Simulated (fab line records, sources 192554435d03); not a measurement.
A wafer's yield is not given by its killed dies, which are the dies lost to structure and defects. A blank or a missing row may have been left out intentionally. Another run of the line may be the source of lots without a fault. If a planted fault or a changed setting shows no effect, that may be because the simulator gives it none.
Split-lot experiment :: flow n5Finfet :: 7 lots, 39 wafers read, on a route of 1938 steps

## SPLIT DETAILS
At N5_MOL_CONTACT_COAG_VIA_ETCH_46 (etches SiO2 in C4F6/O2, target depth 46 nm, overetch 9.2 nm, time 40 s), the setting targetDepthA was moved away from the recipe's 460 angstrom on 9 of the 39 wafers read, by -29.2% to +42.3%. For the rest of the wafers, this setting stayed at what the recipe calls for.

The reading is taken at the split's own step.

## THE READING
SOC_of_MOL_CONTACT_COAG_COAT_75.thkNm (the simulator's own value, which no gauge read), in nm, at N5_MOL_CONTACT_COAG_VIA_ETCH_46 (etches SiO2 in C4F6/O2, target depth 46 nm, overetch 9.2 nm, time 40 s). The file does not state a usual value for it. Average 50.7 nm, standard deviation 0.26 nm, over the 30 wafers here run with the recipe.

wafer: L074.1
tool, chamber at the split: rieDiel-04, 2
targetDepthA as run, angstrom: 654.8
against the recipe: +42.3%
SOC_of_MOL_CONTACT_COAG_COAT_75.thkNm, nm: 48.6
against lot-mates on the recipe: -2.0

wafer: L074.2
tool, chamber at the split: rieDiel-04, 3
targetDepthA as run, angstrom: 460
against the recipe: recipe
SOC_of_MOL_CONTACT_COAG_COAT_75.thkNm, nm: 50.4
against lot-mates on the recipe: -

wafer: L074.3
tool, chamber at the split: rieDiel-04, 3
targetDepthA as run, angstrom: 654.8
against the recipe: +42.3%
SOC_of_MOL_CONTACT_COAG_COAT_75.thkNm, nm: 48.2
against lot-mates on the recipe: -2.4

wafer: L074.4
tool, chamber at the split: rieDiel-04, 2
targetDepthA as run, angstrom: 460
against the recipe: recipe
SOC_of_MOL_CONTACT_COAG_COAT_75.thkNm, nm: 50.8
against lot-mates on the recipe: -

wafer: L074.5
tool, chamber at the split: rieDiel-04, 2
targetDepthA as run, angstrom: 654.8
against the recipe: +42.3%
SOC_of_MOL_CONTACT_COAG_COAT_75.thkNm, nm: 48.4
against lot-mates on the recipe: -2.2

wafer: L074.6
tool, chamber at the split: rieDiel-04, 3
targetDepthA as run, angstrom: 460
against the recipe: recipe
SOC_of_MOL_CONTACT_COAG_COAT_75.thkNm, nm: 50.6
against lot-mates on the recipe: -

wafer: L078.1
tool, chamber at the split: rieDiel-03, 0,3,2,1,3
targetDepthA as run, angstrom: 460
against the recipe: recipe
SOC_of_MOL_CONTACT_COAG_COAT_75.thkNm, nm: 50.8
against lot-mates on the recipe: -

wafer: L078.2
tool, chamber at the split: rieDiel-03, 0,3,2,1,3
targetDepthA as run, angstrom: 460
against the recipe: recipe
SOC_of_MOL_CONTACT_COAG_COAT_75.thkNm, nm: 50.8
against lot-mates on the recipe: -

wafer: L078.3
tool, chamber at the split: rieDiel-03, 0,3,2,1,3
targetDepthA as run, angstrom: 460
against the recipe: recipe
SOC_of_MOL_CONTACT_COAG_COAT_75.thkNm, nm: 50.8
against lot-mates on the recipe: -

wafer: L078.4
tool, chamber at the split: rieDiel-03, 0,3,2,1,3
targetDepthA as run, angstrom: 460
against the recipe: recipe
SOC_of_MOL_CONTACT_COAG_COAT_75.thkNm, nm: 50.8
against lot-mates on the recipe: -

wafer: L078.6
tool, chamber at the split: rieDiel-03, 0,3,2,1,3
targetDepthA as run, angstrom: 460
against the recipe: recipe
SOC_of_MOL_CONTACT_COAG_COAT_75.thkNm, nm: 50.8
against lot-mates on the recipe: -

wafer: L078.5
tool, chamber at the split: rieDiel-03, 2
targetDepthA as run, angstrom: 460
against the recipe: recipe
SOC_of_MOL_CONTACT_COAG_COAT_75.thkNm, nm: 51
against lot-mates on the recipe: -

wafer: L081.1
tool, chamber at the split: rieDiel-02, 1,0
targetDepthA as run, angstrom: 460
against the recipe: recipe
SOC_of_MOL_CONTACT_COAG_COAT_75.thkNm, nm: 50.8
against lot-mates on the recipe: -

wafer: L081.3
tool, chamber at the split: rieDiel-02, 1,0
targetDepthA as run, angstrom: 460
against the recipe: recipe
SOC_of_MOL_CONTACT_COAG_COAT_75.thkNm, nm: 50.8
against lot-mates on the recipe: -

wafer: L081.2
tool, chamber at the split: rieDiel-02, 2
targetDepthA as run, angstrom: 460
against the recipe: recipe
SOC_of_MOL_CONTACT_COAG_COAT_75.thkNm, nm: 50.4
against lot-mates on the recipe: -

wafer: L081.4
tool, chamber at the split: rieDiel-02, 3
targetDepthA as run, angstrom: 460
against the recipe: recipe
SOC_of_MOL_CONTACT_COAG_COAT_75.thkNm, nm: 51
against lot-mates on the recipe: -

wafer: L081.5
tool, chamber at the split: rieDiel-02, 3
targetDepthA as run, angstrom: 460
against the recipe: recipe
SOC_of_MOL_CONTACT_COAG_COAT_75.thkNm, nm: 51
against lot-mates on the recipe: -

wafer: L081.6
tool, chamber at the split: rieDiel-02, 2
targetDepthA as run, angstrom: 460
against the recipe: recipe
SOC_of_MOL_CONTACT_COAG_COAT_75.thkNm, nm: 50.6
against lot-mates on the recipe: -

wafer: L083.1
tool, chamber at the split: rieDiel-02, 1
targetDepthA as run, angstrom: 460
against the recipe: recipe
SOC_of_MOL_CONTACT_COAG_COAT_75.thkNm, nm: 50.6
against lot-mates on the recipe: -

wafer: L083.2
tool, chamber at the split: rieDiel-02, 2
targetDepthA as run, angstrom: 325.7
against the recipe: -29.2%
SOC_of_MOL_CONTACT_COAG_COAT_75.thkNm, nm: 52
against lot-mates on the recipe: +1.7

wafer: L083.3
tool, chamber at the split: rieDiel-02, 0
targetDepthA as run, angstrom: 460
against the recipe: recipe
SOC_of_MOL_CONTACT_COAG_COAT_75.thkNm, nm: 50.4
against lot-mates on the recipe: -

wafer: L083.4
tool, chamber at the split: rieDiel-02, 3
targetDepthA as run, angstrom: 325.7
against the recipe: -29.2%
SOC_of_MOL_CONTACT_COAG_COAT_75.thkNm, nm: 52.6
against lot-mates on the recipe: +2.3

wafer: L083.5
tool, chamber at the split: rieDiel-02, 3
targetDepthA as run, angstrom: 325.7
against the recipe: -29.2%
SOC_of_MOL_CONTACT_COAG_COAT_75.thkNm, nm: 52.4
against lot-mates on the recipe: +2.1

wafer: L083.6
tool, chamber at the split: rieDiel-02, 2
targetDepthA as run, angstrom: 460
against the recipe: recipe
SOC_of_MOL_CONTACT_COAG_COAT_75.thkNm, nm: 50
against lot-mates on the recipe: -

wafer: L087.1
tool, chamber at the split: rieDiel-02, 0
targetDepthA as run, angstrom: 460
against the recipe: recipe
SOC_of_MOL_CONTACT_COAG_COAT_75.thkNm, nm: 51
against lot-mates on the recipe: -

wafer: L087.6
tool, chamber at the split: rieDiel-02, 0
targetDepthA as run, angstrom: 460
against the recipe: recipe
SOC_of_MOL_CONTACT_COAG_COAT_75.thkNm, nm: 51
against lot-mates on the recipe: -

wafer: L087.2
tool, chamber at the split: rieDiel-02, 1
targetDepthA as run, angstrom: 460
against the recipe: recipe
SOC_of_MOL_CONTACT_COAG_COAT_75.thkNm, nm: 50.8
against lot-mates on the recipe: -

wafer: L087.4
tool, chamber at the split: rieDiel-02, 1
targetDepthA as run, angstrom: 460
against the recipe: recipe
SOC_of_MOL_CONTACT_COAG_COAT_75.thkNm, nm: 50.8
against lot-mates on the recipe: -

wafer: L087.3
tool, chamber at the split: rieDiel-02, 2
targetDepthA as run, angstrom: 460
against the recipe: recipe
SOC_of_MOL_CONTACT_COAG_COAT_75.thkNm, nm: 50.4
against lot-mates on the recipe: -

wafer: L087.5
tool, chamber at the split: rieDiel-02, 2
targetDepthA as run, angstrom: 460
against the recipe: recipe
SOC_of_MOL_CONTACT_COAG_COAT_75.thkNm, nm: 50.2
against lot-mates on the recipe: -

wafer: L088.1
tool, chamber at the split: rieDiel-02, 0
targetDepthA as run, angstrom: 460
against the recipe: recipe
SOC_of_MOL_CONTACT_COAG_COAT_75.thkNm, nm: 51
against lot-mates on the recipe: -

wafer: L088.4
tool, chamber at the split: rieDiel-02, 1
targetDepthA as run, angstrom: 460
against the recipe: recipe
SOC_of_MOL_CONTACT_COAG_COAT_75.thkNm, nm: 50.8
against lot-mates on the recipe: -

wafer: L088.5
tool, chamber at the split: rieDiel-02, 2
targetDepthA as run, angstrom: 460
against the recipe: recipe
SOC_of_MOL_CONTACT_COAG_COAT_75.thkNm, nm: 50.4
against lot-mates on the recipe: -

wafer: L093.1
tool, chamber at the split: rieDiel-04, 2,1,3
targetDepthA as run, angstrom: 556.1
against the recipe: +20.9%
SOC_of_MOL_CONTACT_COAG_COAT_75.thkNm, nm: 49.2
against lot-mates on the recipe: -1.2

wafer: L093.3
tool, chamber at the split: rieDiel-04, 2,1,3
targetDepthA as run, angstrom: 556.1
against the recipe: +20.9%
SOC_of_MOL_CONTACT_COAG_COAT_75.thkNm, nm: 49.2
against lot-mates on the recipe: -1.2

wafer: L093.4
tool, chamber at the split: rieDiel-04, 2,1,3
targetDepthA as run, angstrom: 556.1
against the recipe: +20.9%
SOC_of_MOL_CONTACT_COAG_COAT_75.thkNm, nm: 49.2
against lot-mates on the recipe: -1.2

wafer: L093.2
tool, chamber at the split: rieDiel-04, 0,2,1
targetDepthA as run, angstrom: 460
against the recipe: recipe
SOC_of_MOL_CONTACT_COAG_COAT_75.thkNm, nm: 50.4
against lot-mates on the recipe: -

wafer: L093.5
tool, chamber at the split: rieDiel-04, 0,2,1
targetDepthA as run, angstrom: 460
against the recipe: recipe
SOC_of_MOL_CONTACT_COAG_COAT_75.thkNm, nm: 50.4
against lot-mates on the recipe: -

wafer: L093.6
tool, chamber at the split: rieDiel-04, 0,2,1
targetDepthA as run, angstrom: 460
against the recipe: recipe
SOC_of_MOL_CONTACT_COAG_COAT_75.thkNm, nm: 50.4
against lot-mates on the recipe: -
Where a row lists several chambers, the file gives one row for several wafers and doesn't say which wafer went through which chamber.

THE FIT
A straight line over all 39 wafers: SOC_of_MOL_CONTACT_COAG_COAT_75.thkNm changes by -0.0568 nm for each +1% of targetDepthA; r = -0.96; the points scatter about the line by 0.27 nm.
The same after taking each lot's own level away (the mean of its wafers on the recipe; 39 wafers): -0.0578 nm for each +1%; r = -0.97; scatter 0.23 nm.
That fit puts the effect of the largest move of targetDepthA on the reading at 2.4 nm.
Measured against the standard deviation above, the lots' own levels, which go from 50.33 to 50.83 nm, span 1.9 times it.
The two slopes agree, so the slope changes little with the lot-to-lot level.
Check: with one of the wafers moved furthest among these (+42.3%) left out of the fit, the line predicts -2.51 nm for it against its lot-mates. It came out at -2 nm against them.

## THESE WAFERS: OTHER SPLITS
Other splits were also applied to these wafers ahead of the reading. Each is held against what the fit with the lots' levels taken away leaves over:
other split on the same wafers: N5_DUMMY_GATE_DESCUM_20 timeS
wafers away from the commonest value: 15
r with SOC_of_MOL_CONTACT_COAG_COAT_75.thkNm (lot level and that fit taken away): -0.03

other split on the same wafers: N5_GATE_CUT_DESCUM_18 timeS
wafers away from the commonest value: 18
r with SOC_of_MOL_CONTACT_COAG_COAT_75.thkNm (lot level and that fit taken away): -0.14

## THE FILE'S OWN FIT
SOC_of_MOL_CONTACT_COAG_COAT_75.thkNm changes by -0.0573 nm for each +1% of targetDepthA, r = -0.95.
